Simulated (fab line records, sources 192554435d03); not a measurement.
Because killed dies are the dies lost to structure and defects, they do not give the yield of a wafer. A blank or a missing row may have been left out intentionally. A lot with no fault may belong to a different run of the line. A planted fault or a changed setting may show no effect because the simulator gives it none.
Which of the tools did it?    flow n5-finfet    12 lots (36 wafers sampled), 1 step of a 1938-step route

== WHAT THE GAUGES SHOWED, per wafer ==
N5_BEOL_M0_OCD_MEAS_108.
lot   measured      on      trench-depth-nm (nm)
L075  day 6 09:21   ocd-01  32.6 32.3 33.3
L076  day 6 11:28   ocd-02  34.4 34.4 32.0
L079  day 7 04:50   ocd-01  32.7 32.6 32.8
L081  day 7 10:19   ocd-02  33.3 32.5 32.9
L083  day 8 00:03   ocd-02  33.1 33.6 33.4
L085  day 8 16:32   ocd-01  32.4 33.4 33.1
L087  day 9 07:15   ocd-02  32.7 32.6 33.5
L089  day 9 19:09   ocd-01  32.2 32.6 32.5
L091  day 10 04:16  ocd-02  33.9 33.8 34.8
L093  day 10 17:33  ocd-01  33.3 32.0 31.9
L095  day 11 07:08  ocd-02  32.1 32.1 32.3
L097  day 11 18:30  ocd-02  33.4 33.4 34.1

== TOOL THAT RAN EACH LOT (tool first, then ch and the chambers of the sampled wafers, then the start) ==
There is no process step in the record ahead of these readings.

== THE ANSWER, worked out from the rows above alone ==
Rule: the usual values come from the lots themselves. Put in order of their means at a reading, lots are off if they are a third of the lots or fewer, leave a main group of 4 or more, and stand apart from it by a gap of 3 or more times the standard deviation of the main group's means; of several such gaps the widest counts. A main group is skipped when, at the precision printed for the reading in the tables above, its means are all equal. A lot without any number at a reading at which 4 lots or more have one is off too. Where the step has rows for the other lots, those lots are counted as sound.
Nothing can be told from this: no lot is off at any reading shown.

== WHAT THE SIMULATOR PUT IN ==
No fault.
